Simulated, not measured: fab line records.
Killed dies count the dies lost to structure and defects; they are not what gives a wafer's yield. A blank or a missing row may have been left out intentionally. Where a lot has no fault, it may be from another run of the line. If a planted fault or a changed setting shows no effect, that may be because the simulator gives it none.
Matching of chambers -- flow n5Finfet -- N5_SDB_ETCH_25 on rieDiel-01 has 4 sister chambers
The step etches SiO2 in C4F6/O2, target depth 10 nm, time 3.3 s. 16 wafers are shown with their chamber, then 8 later ones without.

WAFERS PAIRED WITH THEIR CHAMBERS
wafer,chamber,drypumpMotorCurrentA (A),rfVppV (V),throttleValvePct (%)
L074.3,0,4.9,672,21.6
L074.4,3,6.1,658,20.7
L074.5,0,4.9,671,21.6
L075.3,3,6.1,658,20.7
L075.4,2,5.8,665,21.5
L075.6,3,6.0,657,20.7
L078.1,0,4.9,671,21.6
L078.4,1,6.3,649,21.3
L078.5,0,4.9,670,21.6
L082.1,0,4.8,670,21.6
L082.4,2,5.8,667,21.2
L082.5,3,6.1,657,20.7
L083.3,0,4.9,672,21.6
L083.5,3,6.1,657,20.7
L083.6,2,5.8,666,21.2
L090.1,0,4.9,670,21.7

SIGNATURES (averages over the wafers above)
reading,chamber 0,chamber 1,chamber 2,chamber 3,scatter within a chamber
drypumpMotorCurrentA,4.886,6.300,5.800,6.080,0.0372
rfVppV,670.86,649.00,666.00,657.40,0.819
throttleValvePct,21.614,21.300,21.300,20.700,0.0756
Rule: a wafer lies at a distance from a chamber equal to the root of the sum of squares, over the readings, of (its reading less the chamber's mean, divided by the reading's scatter). If the next closest chamber is less than 2 further off than the closest, the wafer can't be placed; otherwise it belongs to the closest. The scatter is the square root of a quotient: the sum, over the shown wafers, of each reading's squared deviation from its chamber's mean, divided by wafers minus chambers.

WAFERS WHOSE CHAMBER IS MISSING
wafer,drypumpMotorCurrentA (A),rfVppV (V),throttleValvePct (%)
L090.2,6.1,656,20.7
L090.6,6.1,658,20.8
L091.1,6.1,658,20.8
L091.4,4.9,669,21.6
L091.5,5.8,665,21.2
L093.2,6.3,648,21.0
L093.3,6.1,658,20.8
L093.6,4.8,670,21.7

EACH ONE'S CHAMBER
wafer,from the rows above,in truth
L090.2,3,3
L090.6,3,3
L091.1,3,3
L091.4,0,0
L091.5,2,2
L093.2,1,1
L093.3,3,3
L093.6,0,0
Placed correctly: 8 of 8. From these rows, 0 cannot be placed. 0 placed wrongly.
